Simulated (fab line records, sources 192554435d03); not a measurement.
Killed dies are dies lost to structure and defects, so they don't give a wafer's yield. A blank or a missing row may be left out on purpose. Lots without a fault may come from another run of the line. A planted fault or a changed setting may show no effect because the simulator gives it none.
Split-lot experiment | flow n5_finfet | 7 lots, 39 wafers read, on a route of 1938 steps

THE SPLIT
At N5_MOL_CONTACT_COAG_VIA_ETCH_46 (etches SiO2 in C4F6/O2, target depth 46 nm, overetch 9.2 nm, time 40 s), the setting target_depth_a was moved away from the recipe's 460 angstrom on 9 of the 39 wafers read, by -17.9% to +25.6%. The other wafers ran this setting at the recipe's value.

The reading is taken at the split's own step.

THE READING
SOC_of_MOL_CONTACT_COAG_COAT_75.thk_nm (the simulator's own value, which no gauge read), in nm, at N5_MOL_CONTACT_COAG_VIA_ETCH_46 (etches SiO2 in C4F6/O2, target depth 46 nm, overetch 9.2 nm, time 40 s). The file gives no usual value for it. The 30 wafers here that ran the recipe average 50.8 nm, standard deviation 0.22 nm.

wafer  | tool, chamber at the split | target_depth_a as run, angstrom | against the recipe | SOC_of_MOL_CONTACT_COAG_COAT_75.thk_nm, nm | against lot-mates on the recipe
L074.1 | rie_diel-02, 3,2,1         | 530                             | +15.2%             | 49.6                                       | -0.9
L074.2 | rie_diel-02, 3,2,1         | 530                             | +15.2%             | 49.6                                       | -0.9
L074.3 | rie_diel-02, 3,2,1         | 530                             | +15.2%             | 49.6                                       | -0.9
L074.4 | rie_diel-02, 1,3           | 460                             | recipe             | 50.6                                       | -
L074.6 | rie_diel-02, 1,3           | 460                             | recipe             | 50.6                                       | -
L074.5 | rie_diel-02, 2             | 460                             | recipe             | 50.2                                       | -
L080.1 | rie_diel-01, 0,1,3,2       | 460                             | recipe             | 51                                         | -
L080.2 | rie_diel-01, 0,1,3,2       | 460                             | recipe             | 51                                         | -
L080.4 | rie_diel-01, 0,1,3,2       | 460                             | recipe             | 51                                         | -
L080.6 | rie_diel-01, 0,1,3,2       | 460                             | recipe             | 51                                         | -
L080.3 | rie_diel-01, 2,1           | 460                             | recipe             | 51.2                                       | -
L080.5 | rie_diel-01, 2,1           | 460                             | recipe             | 51.2                                       | -
L084.1 | rie_diel-02, 0             | 460                             | recipe             | 51                                         | -
L084.2 | rie_diel-02, 1             | 460                             | recipe             | 50.8                                       | -
L084.5 | rie_diel-02, 1             | 460                             | recipe             | 50.8                                       | -
L084.3 | rie_diel-02, 3,2,2         | 460                             | recipe             | 50.6                                       | -
L084.4 | rie_diel-02, 3,2,2         | 460                             | recipe             | 50.6                                       | -
L084.6 | rie_diel-02, 3,2,2         | 460                             | recipe             | 50.6                                       | -
L085.1 | rie_diel-02, 2,1           | 460                             | recipe             | 50.6                                       | -
L085.4 | rie_diel-02, 2,1           | 460                             | recipe             | 50.6                                       | -
L085.2 | rie_diel-02, 1,3,3,2       | 460                             | recipe             | 50.8                                       | -
L085.3 | rie_diel-02, 1,3,3,2       | 460                             | recipe             | 50.8                                       | -
L085.5 | rie_diel-02, 1,3,3,2       | 460                             | recipe             | 50.8                                       | -
L085.6 | rie_diel-02, 1,3,3,2       | 460                             | recipe             | 50.8                                       | -
L086.1 | rie_diel-06, 2             | 460                             | recipe             | 50.6                                       | -
L086.2 | rie_diel-06, 3             | 577.6                           | +25.6%             | 49.2                                       | -1.5
L086.3 | rie_diel-06, 0,1           | 460                             | recipe             | 50.8                                       | -
L086.5 | rie_diel-06, 0,1           | 460                             | recipe             | 50.8                                       | -
L086.4 | rie_diel-06, 1             | 577.6                           | +25.6%             | 49.6                                       | -1.1
L086.6 | rie_diel-06, 0             | 577.6                           | +25.6%             | 49.4                                       | -1.3
L088.1 | rie_diel-02, 2,3,1         | 377.7                           | -17.9%             | 51.8                                       | +1.1
L088.3 | rie_diel-02, 2,3,1         | 377.7                           | -17.9%             | 51.8                                       | +1.1
L088.4 | rie_diel-02, 2,3,1         | 377.7                           | -17.9%             | 51.8                                       | +1.1
L088.2 | rie_diel-02, 1,2           | 460                             | recipe             | 50.8                                       | -
L088.5 | rie_diel-02, 1,2           | 460                             | recipe             | 50.8                                       | -
L088.6 | rie_diel-02, 3             | 460                             | recipe             | 50.6                                       | -
L097.1 | rie_diel-02, 2             | 460                             | recipe             | 50.4                                       | -
L097.2 | rie_diel-02, 1             | 460                             | recipe             | 50.6                                       | -
L097.3 | rie_diel-02, 3             | 460                             | recipe             | 50.8                                       | -
Where a row lists several chambers, the file gives one row for several wafers and doesn't say which wafer went through which chamber.

THE FIT
A straight line over all 39 wafers: SOC_of_MOL_CONTACT_COAG_COAT_75.thk_nm changes by -0.0587 nm for each +1% of target_depth_a; r = -0.93; the points scatter about the line by 0.22 nm.
The same after taking each lot's own level away (the mean of its wafers on the recipe; 39 wafers): -0.0553 nm for each +1%; r = -0.97; scatter 0.13 nm.
On that fit, the largest move of target_depth_a shifts the reading by 1.4 nm.
The lots' own levels span 50.47 to 51.07 nm, that is 2.8 times the standard deviation above.
So the lot-to-lot level changes the slope little: the two slopes agree.
Check: with one of the wafers moved furthest among these (+25.6%) left out of the fit, the line predicts -1.37 nm for it against its lot-mates. It came out at -1.53 nm against them.

THE FILE'S OWN FIT
SOC_of_MOL_CONTACT_COAG_COAT_75.thk_nm changes by -0.0551 nm for each +1% of target_depth_a, r = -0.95.
